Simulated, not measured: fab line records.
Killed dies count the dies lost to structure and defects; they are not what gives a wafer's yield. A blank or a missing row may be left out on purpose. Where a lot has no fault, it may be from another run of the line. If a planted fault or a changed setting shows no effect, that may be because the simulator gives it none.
Matching of chambers	flow n5 finfet	4 sister chambers for N5_BEOL_M7_DESCUM_33 on rie diel-02
The step chemistry O2, time 7 s. 14 wafers are shown with their chamber, then 7 later ones without.

WAFERS WITH THEIR CHAMBER
wafer	chamber	drypump motor current A (A)	showerhead plenum p Torr (Torr)	oes product au (a.u.)
L989.1	2	5.6	2.17	0.73
L989.2	0	4.7	2.15	1.02
L989.6	1	5.1	2.15	0.70
L997.2	1	5.0	2.15	1.00
L997.3	3	5.9	2.08	0.72
L997.5	0	4.6	2.15	0.96
L103.2	0	4.7	2.14	0.93
L103.3	3	5.9	2.08	0.70
L103.6	1	5.1	2.15	0.97
L107.1	3	5.9	2.08	0.71
L107.3	2	5.7	2.16	0.70
L107.4	1	5.0	2.15	0.96
L106.3	3	5.9	2.08	0.71
L106.4	1	5.0	2.14	0.95

SIGNATURES (averages over the wafers above)
reading	chamber 0	chamber 1	chamber 2	chamber 3	scatter within a chamber
drypump motor current A	4.667	5.040	5.650	5.900	0.0486
showerhead plenum p Torr	2.1467	2.1480	2.1650	2.0800	0.00443
oes product au	0.9700	0.9160	0.7150	0.7100	0.0804
Rule: for each reading, subtract the chamber's mean from the wafer's reading, divide by that reading's scatter and square the result; add these up over the readings and take the root, which gives the wafer's distance from the chamber. If the next closest chamber is less than 2 further off than the closest, the wafer can't be placed; otherwise it belongs to the closest. The scatter is the square root of a quotient: the sum, over the shown wafers, of each reading's squared deviation from its chamber's mean, divided by wafers minus chambers.

WAFERS WITHOUT THEIR CHAMBER
wafer	drypump motor current A (A)	showerhead plenum p Torr (Torr)	oes product au (a.u.)
L106.5	5.0	2.14	0.94
L111.2	5.1	2.14	0.94
L111.3	5.7	2.16	0.70
L111.5	5.9	2.08	0.69
L110.2	5.6	2.16	0.69
L110.3	5.1	2.14	0.90
L110.5	5.9	2.07	0.70

EACH ONE'S CHAMBER
wafer	from the rows above	in truth
L106.5	1	1
L111.2	1	1
L111.3	2	2
L111.5	3	3
L110.2	2	2
L110.3	1	1
L110.5	3	3
Correct placement for 7 of the 7. From these rows, 0 cannot be placed. Wrongly placed: 0.
